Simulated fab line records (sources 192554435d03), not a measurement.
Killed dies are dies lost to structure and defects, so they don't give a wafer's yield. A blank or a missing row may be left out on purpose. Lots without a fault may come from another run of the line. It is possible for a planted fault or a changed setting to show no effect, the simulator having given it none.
fab line records	flow n5-finfet
record lots=5	wafers=15	last-day=17
route steps=1938 shown BEOL_M4@1099 BEOL_M5@1112 BEOL_M6@1240 PASSIVATION@1936
lots with no fault: from the same line, run without faults
start-h: start of the lot's first displayed wafer, in hours after the record's first day	wait-h: hours elapsed since this lot's preceding step	" as in the row above	L1.1+2: a row that stands for several wafers	- value missing, or start not given	* or withheld: withheld	< > ~ a bound
route shown NAME@n: names a module that has steps shown in the file, with the first one's number in the route	usual: the fault-free wafers' mean and standard deviation	same: alike in all rows	chamber/n: place in a boat	sites: readings site by site	_std_site: the standard deviation of these	_edge_site: outer sites' mean less inner sites'	radius-mm: for every site, how far away it sits from the centre of the wafer	mask NAME#n: copy n	behind: tool/chamber where the wafer was last shaped	hold: the reason the lot was held/the length of the hold in hours/how it ended	device: which transistor (n, p or np) failed to switch	end of line: at the end of the route, the tests of the same wafers	a step given without rows: its recipe and nothing more	killed: dies that structure and defects cost at the first sort, which is not the same as the wafer's yield	map: dies across one wafer; x = killed, . = not, _ = none there
set.NAME: setting as actually run; set.NAME@STEP: the setting as run at that earlier step	model.NAME: the simulator's own value behind a step, which no gauge read
lots at selected steps of the route; one table per step, one row per wafer
services: when a tool's chamber went out of use (start-h, in hours from the record's first day, below 0 if earlier), for how many hours, and the reason
## steps
# step N5_BEOL_M4_ANNEAL_95
# recipe temp-c=400	time-s=240	ambient=vacuum
# step N5_BEOL_M4_SPUTTER_96
# recipe material=Cu	target-thk-a=45	temp-c=-20	chamber-pressure-pa=0.07	power-w=withheld	time-s=8.29
# step N5_BEOL_M4_ECD_50
# recipe material=Cu	target-thk-a=3000
# step N5_BEOL_M4_ANNEAL_51
# recipe temp-c=225	time-s=90	ambient=N2
# step N5_BEOL_M4_CMP_52
# recipe stop-on=SiOC	t-overpolish-s=6.8	down-force-psi=1	platen-rpm=50	clearing-platen-down-force-psi=1.5	clearing-platen-rpm=50	post-cmp-clean=cu-alkaline	target-thk-nm=40	clearing-platen-pad-velocity-m-s=0.99484	pad-velocity-m-s=0.99484
# step N5_BEOL_M4_PRE_CLEAN_60
# recipe gas=NH3/H2	time-s=15	temp-c=*	rf-power-w=300
# step N5_BEOL_M4_CO_CAP_55
# recipe material=Co	target-thk-a=20	temp-c=200	precursor=CCTBA/H2	pressure-torr=30	time-s=102.1
# step N5_BEOL_M4_PRE_CLEAN_56
# recipe gas=NH3	time-s=15	temp-c=withheld	rf-power-w=300
# step N5_BEOL_M4_DEP_57
# recipe material=SiCN	target-thk-a=80	temp-c=withheld	precursor=3MS/NH3	pressure-torr=3	rf-w=202	time-s=14
# step N5_BEOL_M4_RC_MEAS_101
# usual DIBL_N=35.7/1.5	DIBL_P=35.7/2	IOFF_N=0.155/0.026	IOFF_P=0.20/0.031	ION_N=675/11	ION_P=462/7.1	SS_N=71.3/0.57	SS_P=73.1/0.56	VT_N=250/3	VT_P=-251/3
lot.wafer	tool	chamber	start-h	wait-h	DIBL_N[mV/V]	DIBL_P[mV/V]	IOFF_N[nA/um]	IOFF_P[nA/um]	ION_N[uA/um]	ION_P[uA/um]	SS_N[mV/dec]	SS_P[mV/dec]	VT_N[mV]	VT_P[mV]
L878.2	prober-01	0	217.64	0.8	34.0	33.0	0.113	0.15	661	449	70.9	72.8	255	-257
L878.3	"	0	"	"	34.4	34.9	0.131	0.18	680	473	71.6	73.0	252	-256
L878.6	"	0	"	"	36.8	37.2	0.156	0.21	669	461	72.2	74.0	252	-251
L880.2	prober-01	0	224.79	0.2	35.0	34.1	0.126	0.16	673	459	70.8	72.6	252	-257
L880.3	"	0	"	"	36.4	34.8	0.162	0.18	666	448	71.4	73.7	251	-254
L880.4	"	0	"	"	36.8	35.1	0.168	0.18	688	460	71.4	72.8	249	-255
L879.2	prober-01	0	225.72	0.8	35.2	33.7	0.131	0.19	677	467	71.1	72.4	252	-248
L879.4	"	0	"	"	36.8	35.0	0.141	0.21	660	453	71.5	72.8	254	-248
L879.6	"	0	"	"	35.2	34.1	0.121	0.20	657	457	71.1	72.2	256	-251
L887.2	prober-01	0	277.89	0.2	39.6	39.1	0.210	0.26	682	469	72.1	75.0	248	-248
L887.4	"	0	"	"	37.9	36.8	0.171	0.22	675	469	72.6	73.8	246	-250
L887.6	"	0	"	"	35.7	34.8	0.146	0.19	683	464	72.1	72.7	250	-252
L891.2	prober-01	0	305.52	0.2	32.7	33.4	0.113	0.16	666	452	70.4	72.4	254	-254
L891.3	"	0	"	"	34.7	35.0	0.136	0.18	669	454	71.8	72.3	251	-252
L891.4	"	0	"	"	34.4	34.9	0.138	0.17	670	448	70.7	72.6	251	-254
# step N5_BEOL_M5_ILD_DEP_00
# recipe material=SiCOH_lowk	target-thk-a=1406.4	temp-c=300	precursor=DEMS/porogen	pressure-torr=5	rf-w=500	time-s=25.9
# step N5_BEOL_M5_CURE_79
# recipe temp-c=385	time-s=240	ambient=He/Ar	material=SiCOH_lowk
# step N5_BEOL_M5_PECVD_70
# recipe material=SiO2	target-thk-a=160	temp-c=400	precursor=TEOS/O2	pressure-torr=5.5	rf-w=450	teos-flow-sccm=53.8	gas=O2	flow-sccm=3000	time-s=18
# step N5_BEOL_M5_HM_DEP_02
# recipe material=TiN	target-thk-a=200	temp-c=25	chamber-pressure-pa=0.49996
# step N5_BEOL_M5_COAT_59
# recipe resist=SOC	temp-c=250	time-s=60	spin-rpm=1500	resist-thk-nm=60
# step N5_BEOL_M5_COAT_60
# recipe resist=SiARC	temp-c=220	time-s=60	spin-rpm=1500	resist-thk-nm=12
# step N5_BEOL_M5_COAT_71
# recipe resist=underlayer	temp-c=205	time-s=60	spin-rpm=1500	resist-thk-nm=5
# step N5_BEOL_M5_COAT_05
# recipe resist=CAR-EUV	spin-rpm=1500	resist-thk-nm=30
# step N5_BEOL_M5_EBR_07
# recipe solvent=PGMEA	ebr-width-mm=1.5
# step N5_BEOL_M5_SOFTBAKE_06
# recipe temp-c=110	time-s=60	resist=CAR-EUV
# step N5_BEOL_M5_EXPOSE_08
# recipe mask-id=M5	na=0.33	source-shape=annular	sigma-inner=0.4	sigma-outer=0.8	polarization=unpolarized	target-cd-nm=28	dose-mj=35.75
# step N5_BEOL_M5_PEB_09
# recipe peb-temp-c=100	peb-time-s=60	resist=CAR-EUV
# step N5_BEOL_M5_DEVELOP_10
# recipe develop-time-s=30	developer=TMAH	resist=CAR-EUV	rinse-liquid=surfactant-rinse	dry=air-spin	dev-temp-c=23
# step N5_BEOL_M5_DESCUM_16
# recipe chemistry=O2	time-s=7	source-power-w=50	bias-power-w=20	pressure-mtorr=20	rf-frequency-hz=2.712e+07	temp-c=40	resist=CAR-EUV	o2-flow-sccm=225
# step N5_BEOL_M5_ETCH_72
# recipe chemistry=N2/H2	target=underlayer	target-depth-a=65	mask-material=CAR-EUV	time-s=5.2	ion-energy-ev=200	pressure-mtorr=30	source-w=840	bias-w=150	n2-flow-sccm=200	h2-flow-sccm=200	ends=cleared
# step N5_BEOL_M5_ETCH_61
# recipe chemistry=CF4	target=SiARC	target-depth-a=156	mask-material=CAR-EUV	time-s=26	ion-energy-ev=80	pressure-mtorr=40	source-w=545	bias-w=36	Ar_flow_sccm=100	cf4-flow-sccm=100	ends=cleared
# step N5_BEOL_M5_ETCH_62
# recipe chemistry=N2/H2	target=SOC	target-depth-a=750	overetch-a=150	mask-material=SiARC	temp-c=40	time-s=112.5	ion-energy-ev=200	pressure-mtorr=30	source-w=840	bias-w=150	n2-flow-sccm=200	h2-flow-sccm=200
# step N5_BEOL_M5_STRIP_63
# recipe chemistry=N2/H2	temp-c=40	n2-flow-sccm=200	h2-flow-sccm=200	rf-frequency-hz=6e+07
# step N5_BEOL_M5_STRIP_73
# recipe chemistry=N2/H2	temp-c=40	n2-flow-sccm=200	h2-flow-sccm=200	rf-frequency-hz=6e+07
# step N5_BEOL_M5_STRIP_64
# recipe chemistry=CF4	resist=SiARC	power-w=300	bias-power-w=75	pressure-mtorr=50	cf4-flow-sccm=150	rf-frequency-hz=6e+07
# step N5_BEOL_M5_HM_OPEN_17
# recipe chemistry=Cl2/BCl3	target-depth-a=200	overetch-a=60	target=TiN	mask-material=SOC	ion-energy-ev=150	pressure-mtorr=10	icp-w=1000	bias-w=126	Cl2_flow_sccm=53.25	bcl3-flow-sccm=21.75	Ar_flow_sccm=25
# step N5_BEOL_M5_STRIP_19
# recipe chemistry=O2	power-w=400	temp-c=40	pressure-mtorr=30	rf-frequency-hz=6e+07	bias-power-w=0	overash-fraction=0.2	o2-flow-sccm=225
# step N5_BEOL_M5_COAT_65
# recipe resist=SOC	temp-c=250	time-s=60	spin-rpm=1500	resist-thk-nm=60
# step N5_BEOL_M5_COAT_66
# recipe resist=SiARC	temp-c=220	time-s=60	spin-rpm=1500	resist-thk-nm=12
# step N5_BEOL_M6_ETCH_41
# recipe chemistry=CH3F/O2	target=SiCN	target-depth-a=297	taper-deg=2	time-s=52	ion-energy-ev=120	mask-material=TiN	pressure-mtorr=30	source-w=395	bias-w=75	Ar_flow_sccm=150	CH3F_flow_sccm=30	O2_flow_sccm=20
# usual CH3F_flow_sccm=30.00/0.095	O2_flow_sccm=20.00/0.062	chamber-pressure-mTorr=29.998/0.026	drypump-motor-current-A=5.8/0.54	oes-product-au=0.82/0.092	rf-vpp-V=298.3/1.4	showerhead-plenum-p-Torr=2.05/0.056	throttle-valve-pct=16.21/0.22
lot.wafer	tool	chamber	start-h	wait-h	CH3F_flow_sccm	O2_flow_sccm	chamber-pressure-mTorr	drypump-motor-current-A	oes-product-au	rf-hours-counter-h	rf-vpp-V	showerhead-plenum-p-Torr	throttle-valve-pct
L878.2	rie-diel-01	0	237.58	-	-	-	-	-	-	-	-	-	-
L878.3	"	1	"	"	-	-	-	-	-	-	-	-	-
L878.6	"	0	"	"	-	-	-	-	-	-	-	-	-
L880.2	rie-diel-03	3	241.07	-	-	-	-	-	-	-	-	-	-
L880.3	"	1	"	"	-	-	-	-	-	-	-	-	-
L880.4	"	0	"	"	-	-	-	-	-	-	-	-	-
L879.2	rie-diel-03	1	245.18	-	-	-	-	-	-	-	-	-	-
L879.4	"	2	"	"	-	-	-	-	-	-	-	-	-
L879.6	"	3	"	"	-	-	-	-	-	-	-	-	-
L887.2	rie-diel-01	2	294.69	-	29.99	19.92	29.991	5.2	0.79	104	298.7	2.10	16.16
L887.4	"	3	"	"	30.05	20.00	29.986	6.5	0.88	36	299.7	2.03	15.99
L887.6	"	3	"	"	30.07	19.98	29.980	6.5	0.87	-	297.6	2.03	16.00
L891.2	rie-diel-01	3	323.88	-	29.94	20.08	30.032	6.6	0.86	45	297.5	2.02	16.03
L891.3	"	0	"	"	30.12	20.05	29.998	6.3	0.71	173	299.1	2.07	16.28
L891.4	"	2	"	"	30.02	19.92	30.026	5.3	0.79	113	298.5	2.10	16.20
# step N5_PASSIVATION_PROBE_49
# usual defect-limited-yield=91.4/1.5	killed_at_M0_to_M3=34/10	killed_at_M4_up=15/6	killed-at-contacts=12/6	killed-at-front-end=37/11	killed-at-other=3.3/2.8	killed-dies=101/18	killed-on-rim=14/4.4	killed-open=66/14	killed-short=33/7.8	sort_bin_5_function=5.0/0.97	sort_bin_6_memory=3.2/0.72	sort-n-pass=1079/18	sort-yield-pct=91.4/1.5
# same gross-dies=1180	killed-at-back-side=0	sort_bin_4_leakage[%]=0	sort_bin_8_speed[%]=0
lot.wafer	tool	chamber	start-h	wait-h	defect-limited-yield[%]	killed_at_M0_to_M3	killed_at_M4_up	killed-at-contacts	killed-at-front-end	killed-at-other	killed-dies	killed-on-rim	killed-open	killed-short	sort_bin_5_function[%]	sort_bin_6_memory[%]	sort-n-pass	sort-yield-pct[%]
L880.2	prober-02	-	323.84	0.1	0	36	1112	3	26	3	1180	152	54	33	96.9	3.0	0	0
L880.3	prober-02	-	323.89	0.1	0	28	1121	2	25	4	1180	152	46	31	97.1	2.5	0	0
L880.4	prober-02	-	323.94	0.2	0	33	1109	8	29	1	1180	152	53	37	96.7	2.9	0	0
L879.2	prober-01	-	330.33	0.1	0	41	1078	8	50	3	1180	152	75	42	96.9	2.9	0	0
L879.4	prober-01	-	330.43	0.2	0	39	1084	5	49	3	1180	152	95	27	95.7	4.2	0	0
L879.6	prober-01	-	330.53	0.3	0	21	1092	4	60	3	1180	152	76	35	96.2	3.6	0	0
L878.2	prober-02	-	330.91	0.1	0	22	1113	18	26	1	1180	152	51	28	97.1	2.5	0	0
L878.3	prober-02	-	330.96	0.1	0	35	1089	15	40	1	1180	152	60	37	96.8	3.1	0	0
L878.6	prober-02	-	331.11	0.3	0	16	1118	18	26	2	1180	152	55	18	97.5	2.3	0	0
L887.2	prober-01	-	385.71	0.1	94.2	28	6	7	25	2	68	14	45	22	4.0	1.8	1112	94.2
L887.6	prober-01	-	385.91	0.3	94.0	15	12	9	35	0	71	8	47	24	3.5	2.4	1109	94.0
L891.2	prober-02	-	411.50	0.1	91.7	30	16	13	34	5	98	9	63	26	4.7	3.3	1082	91.7
L891.3	prober-02	-	411.55	0.1	91.6	42	12	15	28	2	99	12	67	29	5.2	3.2	1081	91.6
L891.4	prober-02	-	411.60	0.2	90.6	27	14	18	51	1	111	13	61	48	5.8	3.2	1069	90.6
# killed by level:class
L880.2 BEOL_M6:area-etch=1092 FIN_SAQP:geometric-particle:short=9 BEOL_M0_SAQP:geometric-particle:short=8 BEOL_M4:geometric-particle:open=7 BEOL_M1:geometric-particle:open=7 BEOL_M0_SAQP:geometric-particle:open=6 STI_FIN_REVEAL:geometric-particle:open=5 BEOL_M3:geometric-particle:open=5
L880.3 BEOL_M6:area-etch=1100 BEOL_M4:geometric-particle:open=9 BEOL_M0_SAQP:geometric-particle:short=8 BEOL_M0_SAQP:geometric-particle:open=8 BEOL_M1:geometric-particle:open=6 STARTING-WAFER:geometric-particle:short=4 BEOL_M5:geometric-particle:open=4 FIN_SAQP:geometric-particle:short=3
L880.4 BEOL_M6:area-etch=1088 BEOL_M0_SAQP:geometric-particle:short=13 FIN_SAQP:geometric-particle:short=9 BEOL_M0_SAQP:geometric-particle:open=7 BEOL_M4:geometric-particle:open=7 MOL_CONTACT_COAG:geometric-particle:open=6 BEOL_M3:geometric-particle:open=6 FIN_SAQP:geometric-particle:open=4
L879.2 BEOL_M6:area-etch=1063 FIN_SAQP:geometric-particle:open=13 BEOL_M2:geometric-particle:open=11 FIN_SAQP:geometric-particle:short=10 DUMMY_GATE:geometric-particle:open=10 BEOL_M0_SAQP:geometric-particle:open=9 BEOL_M3:geometric-particle:open=7 BEOL_M0_SAQP:geometric-particle:short=6
L879.4 BEOL_M6:area-etch=1058 FIN_SAQP:geometric-particle:open=17 BEOL_M0_SAQP:geometric-particle:open=13 BEOL_M4:geometric-particle:open=13 STI_FIN_REVEAL:geometric-particle:open=10 BEOL_M0_SAQP:geometric-particle:short=8 DUMMY_GATE:geometric-particle:open=7 BEOL_M2:geometric-particle:open=7
L879.6 BEOL_M6:area-etch=1069 FIN_SAQP:geometric-particle:open=14 BEOL_M4:geometric-particle:open=10 DUMMY_GATE:geometric-particle:open=9 FIN_SAQP:geometric-particle:short=8 STI_FIN_REVEAL:geometric-particle:open=8 BEOL_M5:geometric-particle:open=7 BEOL_M2:geometric-particle:open=6
L878.2 BEOL_M6:area-etch=1098 MOL_CONTACT_COAG:geometric-particle:open=16 BEOL_M0_SAQP:geometric-particle:open=6 FIN_SAQP:geometric-particle:short=5 BEOL_M0_SAQP:geometric-particle:short=5 BEOL_M5:geometric-particle:short=5 BEOL_M1:geometric-particle:open=4 BEOL_M4:geometric-particle:open=3
L878.3 BEOL_M6:area-etch=1080 STI_FIN_REVEAL:geometric-particle:open=15 MOL_CONTACT_COAG:geometric-particle:open=13 FIN_SAQP:geometric-particle:short=8 BEOL_M1:geometric-particle:open=8 BEOL_M1:geometric-particle:short=5 BEOL_M2:geometric-particle:open=5 BEOL_M0_SAQP:geometric-particle:short=4
L878.6 BEOL_M6:area-etch=1104 MOL_CONTACT_COAG:geometric-particle:open=14 STI_FIN_REVEAL:geometric-particle:open=7 BEOL_M4:geometric-particle:open=6 DUMMY_GATE:geometric-particle:open=4 MOL_CONTACT_COAG:geometric-particle:short=4 BEOL_M2:geometric-particle:open=4 GATE_CUT:geometric-particle:short=3
L887.2 BEOL_M0_SAQP:geometric-particle:short=8 BEOL_M0_SAQP:geometric-particle:open=8 MOL_CONTACT_COAG:geometric-particle:open=7 STI_FIN_REVEAL:geometric-particle:open=5 BEOL_M0:geometric-particle:open=5 DUMMY_GATE:geometric-particle:open=4 GATE_CUT:geometric-particle:short=3 BEOL_M5:geometric-particle:open=3
L887.6 GATE_CUT:geometric-particle:open=9 MOL_CONTACT_COAG:geometric-particle:open=7 BEOL_M0_SAQP:geometric-particle:short=4 DUMMY_GATE:geometric-particle:open=4 BEOL_M0_SAQP:geometric-particle:open=4 BEOL_M4:geometric-particle:open=4 FIN_SAQP:geometric-particle:short=3 STI_FIN_REVEAL:geometric-particle:open=3
L891.2 STI_FIN_REVEAL:geometric-particle:open=8 MOL_CONTACT_COAG:geometric-particle:open=8 BEOL_M1:geometric-particle:open=7 BEOL_M2:geometric-particle:open=7 GATE_CUT:geometric-particle:open=6 DUMMY_GATE:geometric-particle:open=4 BEOL_M4:geometric-particle:open=4 BEOL_M0_SAQP:geometric-particle:short=4
L891.3 MOL_CONTACT_COAG:geometric-particle:open=12 BEOL_M2:geometric-particle:open=11 STI_FIN_REVEAL:geometric-particle:open=10 BEOL_M0_SAQP:geometric-particle:short=8 GATE_CUT:geometric-particle:short=6 BEOL_M0_SAQP:geometric-particle:open=6 BEOL_M3:geometric-particle:open=6 BEOL_M1:geometric-particle:open=4
L891.4 FIN_SAQP:geometric-particle:short=20 BEOL_M2:geometric-particle:open=13 MOL_CONTACT_COAG:geometric-particle:open=12 STI_FIN_REVEAL:geometric-particle:open=9 MOL_CONTACT_COAG:geometric-particle:short=6 FIN_SAQP:geometric-particle:open=5 STI_FIN_REVEAL:geometric-particle:short=4 BEOL_M4:geometric-particle:open=4
# map L878.2 (x killed, . not)
_________________xxxxxxxxxxxx________________
______________xxxxxxxxxxxxxxxxxx_____________
___________xxxxxxxxxxxxxxxxxxxxxxxx__________
__________xxxxxxxxxxxxxxxxxxxxxxxxxx_________
________xxxxxxxxxxxxxxxxxxxxxxxxxxxxxx_______
_______xxxxxxxxxxxxxxxxxxxxxxxxxxxxxxxx______
______xxxxxxxxxxxxxxxxxxxxxxxxxxxxxxxxxx_____
_____xxxxxxxxxxxxxxxxxxxxxxxxxxxxxxxxxxxx____
____xxxxxxxxxxxxxxxxxxxxxxxxxxxxxxxxxxxxxx___
___xxxxxxxxxxxxxxxxxxxxxxxxxxxxxxxxxxxxxxxx__
___xxxxxxxxxxxxxxxxxxxxxxxxxxxxxxxxxxxxxxxx__
__xxxxxxxxxxxxxxxxxxxxxxxxxxxxxxxxxxxxxxxxxx_
__xxxxxxxxxxxxxxxxxxxxxxxxxxxxxxxxxxxxxxxxxx_
_xxxxxxxxxxxxxxxxxxxxxxxxxxxxxxxxxxxxxxxxxxxx
_xxxxxxxxxxxxxxxxxxxxxxxxxxxxxxxxxxxxxxxxxxxx
_xxxxxxxxxxxxxxxxxxxxxxxxxxxxxxxxxxxxxxxxxxxx
_xxxxxxxxxxxxxxxxxxxxxxxxxxxxxxxxxxxxxxxxxxxx
_xxxxxxxxxxxxxxxxxxxxxxxxxxxxxxxxxxxxxxxxxxxx
_xxxxxxxxxxxxxxxxxxxxxxxxxxxxxxxxxxxxxxxxxxxx
_xxxxxxxxxxxxxxxxxxxxxxxxxxxxxxxxxxxxxxxxxxxx
_xxxxxxxxxxxxxxxxxxxxxxxxxxxxxxxxxxxxxxxxxxxx
__xxxxxxxxxxxxxxxxxxxxxxxxxxxxxxxxxxxxxxxxxx_
__xxxxxxxxxxxxxxxxxxxxxxxxxxxxxxxxxxxxxxxxxx_
___xxxxxxxxxxxxxxxxxxxxxxxxxxxxxxxxxxxxxxxx__
___xxxxxxxxxxxxxxxxxxxxxxxxxxxxxxxxxxxxxxxx__
____xxxxxxxxxxxxxxxxxxxxxxxxxxxxxxxxxxxxxx___
_____xxxxxxxxxxxxxxxxxxxxxxxxxxxxxxxxxxxx____
______xxxxxxxxxxxxxxxxxxxxxxxxxxxxxxxxxx_____
_______xxxxxxxxxxxxxxxxxxxxxxxxxxxxxxxx______
________xxxxxxxxxxxxxxxxxxxxxxxxxxxxxx_______
__________xxxxxxxxxxxxxxxxxxxxxxxxxx_________
___________xxxxxxxxxxxxxxxxxxxxxxxx__________
______________xxxxxxxxxxxxxxxxxx_____________
_________________xxxxxxxxxxxx________________
# map L879.2 (x killed, . not)
_________________xxxxxxxxxxxx________________
______________xxxxxxxxxxxxxxxxxx_____________
___________xxxxxxxxxxxxxxxxxxxxxxxx__________
__________xxxxxxxxxxxxxxxxxxxxxxxxxx_________
________xxxxxxxxxxxxxxxxxxxxxxxxxxxxxx_______
_______xxxxxxxxxxxxxxxxxxxxxxxxxxxxxxxx______
______xxxxxxxxxxxxxxxxxxxxxxxxxxxxxxxxxx_____
_____xxxxxxxxxxxxxxxxxxxxxxxxxxxxxxxxxxxx____
____xxxxxxxxxxxxxxxxxxxxxxxxxxxxxxxxxxxxxx___
___xxxxxxxxxxxxxxxxxxxxxxxxxxxxxxxxxxxxxxxx__
___xxxxxxxxxxxxxxxxxxxxxxxxxxxxxxxxxxxxxxxx__
__xxxxxxxxxxxxxxxxxxxxxxxxxxxxxxxxxxxxxxxxxx_
__xxxxxxxxxxxxxxxxxxxxxxxxxxxxxxxxxxxxxxxxxx_
_xxxxxxxxxxxxxxxxxxxxxxxxxxxxxxxxxxxxxxxxxxxx
_xxxxxxxxxxxxxxxxxxxxxxxxxxxxxxxxxxxxxxxxxxxx
_xxxxxxxxxxxxxxxxxxxxxxxxxxxxxxxxxxxxxxxxxxxx
_xxxxxxxxxxxxxxxxxxxxxxxxxxxxxxxxxxxxxxxxxxxx
_xxxxxxxxxxxxxxxxxxxxxxxxxxxxxxxxxxxxxxxxxxxx
_xxxxxxxxxxxxxxxxxxxxxxxxxxxxxxxxxxxxxxxxxxxx
_xxxxxxxxxxxxxxxxxxxxxxxxxxxxxxxxxxxxxxxxxxxx
_xxxxxxxxxxxxxxxxxxxxxxxxxxxxxxxxxxxxxxxxxxxx
__xxxxxxxxxxxxxxxxxxxxxxxxxxxxxxxxxxxxxxxxxx_
__xxxxxxxxxxxxxxxxxxxxxxxxxxxxxxxxxxxxxxxxxx_
___xxxxxxxxxxxxxxxxxxxxxxxxxxxxxxxxxxxxxxxx__
___xxxxxxxxxxxxxxxxxxxxxxxxxxxxxxxxxxxxxxxx__
____xxxxxxxxxxxxxxxxxxxxxxxxxxxxxxxxxxxxxx___
_____xxxxxxxxxxxxxxxxxxxxxxxxxxxxxxxxxxxx____
______xxxxxxxxxxxxxxxxxxxxxxxxxxxxxxxxxx_____
_______xxxxxxxxxxxxxxxxxxxxxxxxxxxxxxxx______
________xxxxxxxxxxxxxxxxxxxxxxxxxxxxxx_______
__________xxxxxxxxxxxxxxxxxxxxxxxxxx_________
___________xxxxxxxxxxxxxxxxxxxxxxxx__________
______________xxxxxxxxxxxxxxxxxx_____________
_________________xxxxxxxxxxxx________________
## services
tool	chamber	start-h	hours	kind
rie-diel-01	1	213.94	-	clean
rie-diel-01	1	213.94	-	consumable-replace:focus-ring
rie-diel-01	1	213.94	-	consumable-replace:showerhead
rie-diel-01	1	213.94	18.5	scheduled-down
rie-diel-01	1	213.94	18.5	vent-cycle
rie-diel-03	3	259.60	4.2	repair
rie-diel-01	0	287.50	1.8	repair
rie-diel-03	0	303.24	7.5	repair
rie-diel-03	1	321.25	4.6	repair
## key
first-sign step=N5_BEOL_M6_ETCH_41	reading=tool-record	direction=missing
effect step=N5_PASSIVATION_PROBE_49	reading=killed_at_M4_up	direction=up	sigmas=99+	usual=15	struck=1102
more-kills-born-at N5_BEOL_M6_ETCH_41@rie-diel-03=6470	N5_BEOL_M6_ETCH_41@rie-diel-01=3282
met-at N5_BEOL_M6_ETCH_41
struck-wafers L878.2,L878.3,L878.6,L879.2,L879.4,L879.6,L880.2,L880.3,L880.4
later-rows-left-out L878.2,L878.3,L878.6,L879.2,L879.4,L879.6,L880.2,L880.3,L880.4
fault kind=skipped-step-whole	tool=rie-diel-01,rie-diel-03	chamber=-	onset-h=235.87	steps=N5_BEOL_M6_ETCH_41	scope=struck-lots-only
# later-rows-left-out: the simulator's readings of these wafers behind a module that went badly wrong aren't trusted and aren't shown, but for the sort
